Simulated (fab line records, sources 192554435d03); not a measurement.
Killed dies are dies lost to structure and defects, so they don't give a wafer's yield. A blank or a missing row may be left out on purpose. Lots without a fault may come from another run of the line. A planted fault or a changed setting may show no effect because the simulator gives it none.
fab line records | flow n5_finfet
record lots=9 wafers=27 last_day=17
route steps=1938 shown HKMG_FIN@432 BEOL_M4@1111 PASSIVATION@1936
lots that met no fault: from a run of the same line without faults
start_h: hours from the record's first day to the start of the lot's first wafer shown | wait_h: hours since the lot's step before | " the same as in the row above | L1.1+2: a row that stands for several wafers | - no value, or no start given | * or withheld: withheld | < > ~ a bound
route shown NAME@n: a module of which the file shows steps, and the number in the route of the first | usual: mean/standard deviation of fault-free wafers | same: alike in all rows | chamber/n: place in a boat | sites: the reading at each site | _std_site: their standard deviation | _edge_site: outer sites' mean less inner sites' | radius_mm: how far each site lies from the wafer's centre | mask NAME#n: copy n | behind: the tool/chamber that last shaped the wafer | hold: why the lot was held/for how many hours/how that ended | device: the transistor (n, p or np) that didn't switch | end of line: the same wafers' tests at the end of the route | a step without rows: its recipe alone | killed: dies lost to structure and defects at the first sort, not the wafer's yield | map: a wafer's dies, x killed, . not, _ none there
set.NAME: the setting as run; set.NAME@STEP: as run at that earlier step | model.NAME: the simulator's own value behind a step, which no gauge read
steps of the route over a sample of lots; a table a step, a row a wafer
services: from which hour (start_h, from the record's first day; less than 0 if before it) a tool's chamber was out of use, for how many hours, and why
## steps
# step N5_HKMG_FIN_INSPECT_14
# recipe mode=adi inspect_instrument=macro
# usual raw_defect_count=2.1/1.4
# columns lot.wafer tool chamber start_h wait_h raw_defect_count
L762.2 defect_inspect-02 - 75.31 0.0 4
L762.5 " - " " 5
L762.6 " - " " 2
L766.1 defect_inspect-02 - 104.24 0.0 1
L766.3 " - " " 3
L766.6 " - " " 1
L768.1 defect_inspect-02 - 109.81 0.0 1
L768.3 " - " " 2
L768.6 " - " " 2
L769.1 defect_inspect-01 - 116.19 0.0 1
L769.4 " - " " 1
L769.6 " - " " 1
L770.1 defect_inspect-01 - 122.99 0.0 2
L770.4 " - " " 3
L770.6 " - " " 2
L774.1 defect_inspect-02 - 147.33 0.0 1
L774.2 " - " " 6
L774.4 " - " " 1
L783.1 defect_inspect-01 - 205.93 0.0 1
L783.3 " - " " 2
L783.4 " - " " 2
L784.2 defect_inspect-01 - 212.01 0.0 2
L784.3 " - " " 4
L784.6 " - " " 4
L785.1 defect_inspect-01 - 212.47 0.0 2
L785.4 " - " " 0
L785.5 " - " " 1
# step N5_HKMG_FIN_DESCUM_17
# recipe chemistry=O2 time_s=7.9 source_power_w=50 bias_power_w=20 pressure_mtorr=20 rf_frequency_hz=2.712e+07 temp_c=40 resist=CAR-ArF o2_flow_sccm=225
# usual drypump_motor_current_A=5.8/0.58 oes_product_au=0.79/0.071 rf_vpp_V=243.2/1.3 showerhead_plenum_p_Torr=2.09/0.075 throttle_valve_pct=20.44/0.27
# columns lot.wafer tool chamber start_h wait_h drypump_motor_current_A oes_product_au rf_hours_counter_h rf_vpp_V showerhead_plenum_p_Torr throttle_valve_pct
L762.2 rie_diel-06 3 75.34 0.0 4.9 0.86 54 242.8 2.12 20.42
L762.5 " 2 " " 5.9 0.76 - 241.6 2.02 20.21
L762.6 " 3 " " 4.9 0.86 - 242.8 2.12 20.44
L766.1 rie_diel-06 0 104.30 0.1 6.8 0.82 87 242.3 2.02 20.01
L766.3 " 3 " " 4.9 0.84 64 244.0 2.12 20.46
L766.6 " 0 " " 6.8 0.81 - 242.2 2.02 20.00
L768.1 rie_diel-06 2 110.52 0.7 6.0 0.76 134 241.5 2.01 20.24
L768.3 " 0 " " 6.8 0.81 90 242.1 2.02 20.02
L768.6 " 1 " " 5.7 0.77 - 244.6 2.20 20.80
L769.1 rie_diel-04 3 116.22 0.0 6.0 0.89 31 243.6 2.23 20.29
L769.4 " 0 " " 6.5 0.69 - 245.3 2.08 20.63
L769.6 " 2 " " 5.8 0.88 - 242.3 2.05 20.47
L770.1 rie_diel-06 3 123.76 0.8 4.9 0.83 71 243.8 2.11 20.48
L770.4 " 1 " " 5.7 0.77 121 244.6 2.20 20.81
L770.6 " 1 " " 5.7 0.77 - 247.2 2.20 20.80
L774.1 rie_diel-06 2 147.92 0.6 5.9 0.74 146 241.4 2.01 20.24
L774.2 " 1 " " 5.7 0.76 128 244.5 2.20 20.82
L774.4 " 0 " " 6.8 0.79 101 241.9 2.01 20.02
L783.1 rie_diel-02 1 206.20 0.3 5.5 0.69 219 244.3 2.16 20.67
L783.3 " 3 " " 5.1 0.67 233 243.2 2.06 20.91
L783.4 " 0 " " 5.3 0.88 34 243.8 2.05 19.99
L784.2 rie_diel-06 3 212.04 0.0 4.9 0.79 106 243.6 2.10 20.53
L784.3 " 1 " " 5.7 0.73 155 245.1 2.19 20.85
L784.6 " 0 " " 6.8 0.77 - 241.4 2.00 20.06
L785.1 rie_diel-04 0 212.52 0.1 6.5 0.99 1 240.6 2.07 20.31
L785.4 " 2 " " 5.9 0.82 - 241.5 2.03 20.51
L785.5 " 0 " " 6.5 0.99 - 243.8 2.07 20.31
# step N5_HKMG_FIN_ETCH_35
# recipe chemistry=N2/H2 target=SOC target_depth_a=2158 ion_energy_ev=65 bias_w=5 source_w=3000 time_s=243.4 pressure_mtorr=30 n2_flow_sccm=200 h2_flow_sccm=200
# usual bias_w=5.001/0.016 drypump_motor_current_A=5.8/0.58 oes_product_au=0.78/0.071 rf_vpp_V=141.7/1.1 showerhead_plenum_p_Torr=2.55/0.088 throttle_valve_pct=17.89/0.28
# columns lot.wafer tool chamber start_h wait_h bias_w drypump_motor_current_A oes_product_au rf_hours_counter_h rf_vpp_V showerhead_plenum_p_Torr throttle_valve_pct
L762.2 rie_diel-06 3 75.64 0.0 4.964 4.9 0.85 55 141.6 2.59 18.00
L762.5 " 2 " " 4.999 6.0 0.76 - 140.8 2.45 17.58
L762.6 " 3 " " 4.974 4.9 0.85 - 142.9 2.59 17.98
L766.1 rie_diel-06 0 104.60 0.0 4.989 6.8 0.80 87 140.7 2.47 17.51
L766.3 " 3 " " 4.979 4.9 0.85 65 140.4 2.58 17.98
L766.6 " 0 " " 4.995 6.8 0.79 - 141.6 2.47 17.49
L768.1 rie_diel-06 2 110.82 0.0 4.816 5.9 0.74 135 137.3 2.44 17.62
L768.3 " 0 " " 4.808 6.8 0.79 90 137.0 2.46 17.50
L768.6 " 1 " " 4.796 5.7 0.76 - 139.4 2.67 18.21
L769.1 rie_diel-04 3 116.52 0.0 4.997 6.0 0.88 31 143.2 2.70 17.67
L769.4 " 0 " " 4.996 6.5 0.70 - 141.9 2.50 17.90
L769.6 " 2 " " 5.004 5.9 0.87 - 141.5 2.48 17.85
L770.1 rie_diel-06 3 124.07 0.0 4.786 4.9 0.82 71 137.8 2.58 18.01
L770.4 " 1 " " 4.805 5.7 0.75 121 138.0 2.66 18.20
L770.6 " 1 " " 4.798 5.7 0.76 - 140.4 2.66 18.19
L774.1 rie_diel-06 2 148.22 0.0 4.780 5.9 0.73 146 135.9 2.44 17.62
L774.2 " 1 " " 4.830 5.7 0.74 128 139.2 2.66 18.22
L774.4 " 0 " " 4.786 6.8 0.78 102 137.9 2.46 17.52
L783.1 rie_diel-02 1 206.50 0.0 5.014 5.5 0.70 219 141.6 2.63 18.18
L783.3 " 3 " " 4.997 5.1 0.65 233 142.1 2.52 18.48
L783.4 " 0 " " 5.030 5.2 0.88 35 141.4 2.49 17.54
L784.2 rie_diel-06 3 212.34 0.0 5.022 4.9 0.79 106 142.5 2.57 18.08
L784.3 " 1 " " 5.006 5.7 0.74 155 143.3 2.65 18.27
L784.6 " 0 " " 4.967 6.8 0.77 - 140.6 2.45 17.55
L785.1 rie_diel-04 0 212.83 0.0 5.004 6.5 0.99 1 141.0 2.49 17.52
L785.4 " 2 " " 5.029 5.9 0.81 - 140.2 2.46 17.92
L785.5 " 0 " " 4.970 6.5 0.99 - 140.6 2.49 17.51
# step N5_HKMG_FIN_STRIP_88
# recipe chemistry=N2/H2 power_w=2500 temp_c=300 h2_frac=0.65 time_s=360 pressure_mtorr=withheld n2_flow_sccm=1750 h2_flow_sccm=3250
# usual drypump_motor_current_A=5.3/0.55 heater_power_w=450/27
# columns lot.wafer tool chamber start_h wait_h drypump_motor_current_A heater_power_w rf_hours_counter_h
L762.2 plasma_asher-01 1 76.98 0.0 5.3 473 41
L762.5 " 1 " " 5.3 465 -
L762.6 " 0 " " 6.6 473 -
L766.1 plasma_asher-02 1 105.94 0.0 5.2 405 90
L766.3 " 0 " " 5.0 471 -
L766.6 " 1 " " 5.2 420 -
L768.1 plasma_asher-02 0 112.09 0.0 4.9 475 92
L768.3 " 1 " " 5.2 415 -
L768.6 " 1 " " 5.2 406 -
L769.1 plasma_asher-02 0 117.79 0.0 4.9 472 93
L769.4 " 1 " " 5.2 418 -
L769.6 " 0 " " 4.9 472 -
L770.1 plasma_asher-01 1 125.33 0.0 5.3 455 51
L770.4 " 1 " " 5.3 466 -
L770.6 " 1 " " 5.3 472 -
L774.1 plasma_asher-02 1 149.56 0.0 5.2 410 100
L774.2 " 0 " " 4.9 464 100
L774.4 " 0 " " 4.9 478 -
L783.1 plasma_asher-02 0 208.00 0.0 4.9 463 119
L783.3 " 1 " " 5.2 420 -
L783.4 " 0 " " 4.9 463 -
L784.2 plasma_asher-01 1 213.61 0.0 5.3 463 58
L784.3 " 1 " " 5.3 469 -
L784.6 " 1 " " 5.3 465 -
L785.1 plasma_asher-02 1 214.76 0.0 5.2 407 121
L785.4 " 1 " " 5.2 413 -
L785.5 " 0 " " 4.9 460 -
# step N5_BEOL_M4_RC_MEAS_101
# usual DIBL_N=36.3/1 DIBL_P=36.2/1.4 IOFF_N=0.157/0.021 IOFF_P=0.206/0.025 ION_N=673/9 ION_P=461/6.4 SS_N=71.5/0.5 SS_P=73.2/0.47 VT_N=249.9/2.4 VT_P=-250.6/2.9
# columns lot.wafer tool chamber start_h wait_h DIBL_N[mV/V] DIBL_P[mV/V] IOFF_N[nA/um] IOFF_P[nA/um] ION_N[uA/um] ION_P[uA/um] SS_N[mV/dec] SS_P[mV/dec] VT_N[mV] VT_P[mV]
L762.2 prober-01 0 168.26 0.2 35.0 35.5 0.131 0.174 674 456 71.2 72.7 252.7 -254.4
L762.5 " 0 " " 35.3 34.7 0.128 0.170 664 452 71.7 73.0 252.4 -255.1
L762.6 " 0 " " 35.6 35.7 0.131 0.179 665 456 70.8 72.5 254.0 -254.1
L768.1 prober-01 0 201.54 0.0 37.5 35.9 0.151 0.199 668 464 71.5 73.9 250.2 -249.6
L768.3 " 0 " " 39.5 38.7 0.202 0.242 686 467 72.3 73.3 246.9 -247.3
L768.6 " 0 " " 38.3 37.6 0.181 0.226 686 469 71.5 73.5 250.7 -250.6
L766.1 prober-01 0 203.23 0.0 35.1 35.5 0.132 0.191 675 465 70.5 72.7 252.1 -252.4
L766.3 " 0 " " 36.8 37.4 0.159 0.221 679 471 71.0 73.3 246.7 -248.8
L766.6 " 0 " " 36.6 37.1 0.158 0.216 679 464 71.9 72.9 248.5 -251.5
L769.1 prober-01 0 205.76 0.0 37.1 38.0 0.200 0.260 676 464 72.4 74.0 247.1 -247.2
L769.4 " 0 " " 36.2 37.4 0.189 0.241 673 463 71.8 73.5 246.8 -248.0
L769.6 " 0 " " 36.3 37.1 0.183 0.251 676 465 71.9 74.3 249.2 -246.9
L770.1 prober-02 0 206.44 0.0 36.2 35.7 0.148 0.186 673 457 71.8 73.9 250.7 -252.1
L770.4 " 0 " " 36.6 35.6 0.154 0.178 675 456 71.9 72.4 248.6 -251.9
L770.6 " 0 " " 36.2 35.8 0.151 0.182 677 467 71.1 73.3 250.7 -252.5
L774.1 prober-02 0 237.13 0.0 37.0 37.4 0.161 0.206 671 460 71.6 73.0 253.7 -251.2
L774.2 " 0 " " 37.3 37.7 0.164 0.208 668 455 72.2 73.4 250.5 -253.6
L774.4 " 0 " " 37.2 38.3 0.170 0.222 687 462 72.1 72.6 247.8 -251.6
L783.1 prober-01 0 289.16 0.0 35.8 34.6 0.141 0.206 679 470 71.0 73.2 250.3 -247.9
L783.3 " 0 " " 36.5 34.8 0.147 0.210 665 463 71.5 72.5 248.9 -246.2
L783.4 " 0 " " 35.6 34.3 0.142 0.208 681 472 71.0 72.6 250.8 -247.9
L784.2 prober-02 0 301.82 0.2 37.8 38.4 0.180 0.230 674 462 71.7 74.2 248.4 -251.4
L784.3 " 0 " " 35.6 35.6 0.145 0.187 664 457 72.1 72.9 251.5 -251.2
L784.6 " 0 " " 33.4 32.3 0.106 0.148 663 455 70.7 72.3 255.4 -255.0
L785.1 prober-02 0 306.57 0.0 36.6 39.0 0.183 0.210 688 469 71.7 73.4 246.7 -247.7
L785.4 " 0 " " 37.6 40.5 0.208 0.230 697 462 71.7 73.7 247.3 -248.8
L785.5 " 0 " " 36.7 38.5 0.187 0.207 686 462 72.0 73.4 246.2 -249.5
# step N5_PASSIVATION_PROBE_49
# usual defect_limited_yield=91.1/1.3 killed_at_M0_to_M3=36/10 killed_at_M4_up=14/4.4 killed_at_contacts=14/5.7 killed_at_front_end=39/9.4 killed_at_other=2.9/2.6 killed_dies=105/15 killed_open=70/12 killed_short=34/7.1 sort_bin_5_function=5.3/0.77 sort_bin_6_memory=3.3/0.66 sort_n_pass=1075/15 sort_yield_pct=91.1/1.3
# same gross_dies=1180 killed_at_back_side=0 sort_bin_4_leakage[%]=0 sort_bin_8_speed[%]=0
# columns lot.wafer tool chamber start_h wait_h defect_limited_yield[%] killed_at_M0_to_M3 killed_at_M4_up killed_at_contacts killed_at_front_end killed_at_other killed_dies killed_open killed_short sort_bin_5_function[%] sort_bin_6_memory[%] sort_n_pass sort_yield_pct[%]
L769.1 prober-01 - 308.53 0.0 89.5 42 21 20 35 6 124 80 41 5.8 4.1 1056 89.5
L769.4 prober-01 - 308.68 0.2 89.8 36 10 25 43 6 120 73 47 6.3 3.2 1060 89.8
L769.6 prober-01 - 308.78 0.3 91.2 42 17 17 24 4 104 62 38 5.0 3.6 1076 91.2
L783.1 prober-01 - 384.49 0.0 92.7 24 17 13 27 5 86 60 24 4.5 2.7 1094 92.7
L783.3 prober-01 - 384.59 0.1 92.2 27 11 22 24 8 92 57 34 4.9 2.8 1088 92.2
L783.4 prober-01 - 384.64 0.2 93.2 29 12 4 33 2 80 54 23 4.0 2.5 1100 93.2
# killed by level:class
L769.1 MOL_CONTACT_COAG:geometric_particle:open=19 BEOL_M0_SAQP:geometric_particle:short=11 FIN_SAQP:geometric_particle:short=10 FIN_SAQP:geometric_particle:open=10 BEOL_M0_SAQP:geometric_particle:open=10 BEOL_M3:geometric_particle:open=8 BEOL_M5:geometric_particle:open=7 BEOL_M1:geometric_particle:open=6
L769.4 MOL_CONTACT_COAG:geometric_particle:open=18 FIN_SAQP:geometric_particle:short=17 FIN_SAQP:geometric_particle:open=10 BEOL_M0_SAQP:geometric_particle:open=10 MOL_CONTACT_COAG:geometric_particle:short=7 BEOL_M2:geometric_particle:open=6 BEOL_M1:geometric_particle:open=6 BEOL_M0_SAQP:geometric_particle:short=4
L769.6 BEOL_M0_SAQP:geometric_particle:short=13 MOL_CONTACT_COAG:geometric_particle:open=13 BEOL_M0_SAQP:geometric_particle:open=10 FIN_SAQP:geometric_particle:short=8 BEOL_M1:geometric_particle:open=7 BEOL_M4:geometric_particle:open=7 FIN_SAQP:geometric_particle:open=4 BEOL_M5:geometric_particle:open=4
L783.1 MOL_CONTACT_COAG:geometric_particle:open=10 BEOL_M3:geometric_particle:open=8 FIN_SAQP:geometric_particle:open=7 BEOL_M0_SAQP:geometric_particle:short=4 BEOL_M0_SAQP:geometric_particle:open=4 STI_FIN_REVEAL:geometric_particle:open=3 MOL_CONTACT_COAG:geometric_particle:short=3 BEOL_M9:geometric_particle:open=3
L783.3 MOL_CONTACT_COAG:geometric_particle:open=19 STI_FIN_REVEAL:geometric_particle:open=11 BEOL_M0_SAQP:geometric_particle:open=10 BEOL_M0_SAQP:geometric_particle:short=6 FIN_SAQP:geometric_particle:short=4 BEOL_M3:geometric_particle:open=4 BEOL_M4:geometric_particle:open=4 MOL_CONTACT_COAG:geometric_particle:short=3
L783.4 BEOL_M3:geometric_particle:open=14 STI_FIN_REVEAL:geometric_particle:open=9 FIN_SAQP:geometric_particle:open=6 FIN_SAQP:geometric_particle:short=5 STI_FIN_REVEAL:geometric_particle:short=4 DUMMY_GATE:geometric_particle:open=4 MOL_CONTACT_COAG:geometric_particle:open=4 BEOL_M2:geometric_particle:open=4
## services
# columns tool chamber start_h hours kind
plasma_asher-02 - 55.61 2.2 repair
rie_diel-02 0 85.26 - clean
rie_diel-02 0 85.26 - consumable_replace:focus_ring
rie_diel-02 0 85.26 18.9 scheduled_down
rie_diel-02 0 85.26 18.9 vent_cycle
rie_diel-04 0 96.47 9.4 repair
rie_diel-04 1 108.49 18.2 repair
plasma_asher-02 - 108.90 1.4 repair
rie_diel-04 1 151.30 - clean
rie_diel-04 1 151.30 - consumable_replace:focus_ring
rie_diel-04 1 151.30 20.6 scheduled_down
rie_diel-04 1 151.30 20.6 vent_cycle
plasma_asher-01 - 153.76 14.6 pm
rie_diel-06 2 154.30 2.7 repair
plasma_asher-01 - 168.36 28.1 pm
rie_diel-02 - 187.98 14.6 pm
rie_diel-04 0 191.11 - clean
rie_diel-04 0 191.11 - consumable_replace:focus_ring
rie_diel-04 0 191.11 17.0 scheduled_down
rie_diel-04 0 191.11 17.0 vent_cycle
rie_diel-04 1 209.25 5.5 repair
## key
first_sign step=N5_HKMG_FIN_ETCH_35 reading=bias_w direction=down sigmas=13 usual=* struck=*
effect step=N5_HKMG_FIN_ETCH_35 reading=rf_vpp_V direction=down sigmas=3.3 usual=141.7 struck=138.1
met_at N5_HKMG_FIN_ETCH_35
struck_lots L768,L770,L774
not_acting_at N5_HKMG_FIN_INSPECT_14,N5_HKMG_FIN_DESCUM_17,N5_HKMG_FIN_STRIP_88
onset_between 104.60 110.82
fault kind=process_parameter_drift tool=rie_diel-06 chamber=- onset_h=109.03 steps=N5_HKMG_FIN_ETCH_35 channel=bias_w offset=* shape=step end_h=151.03 acts_in=* stated=*
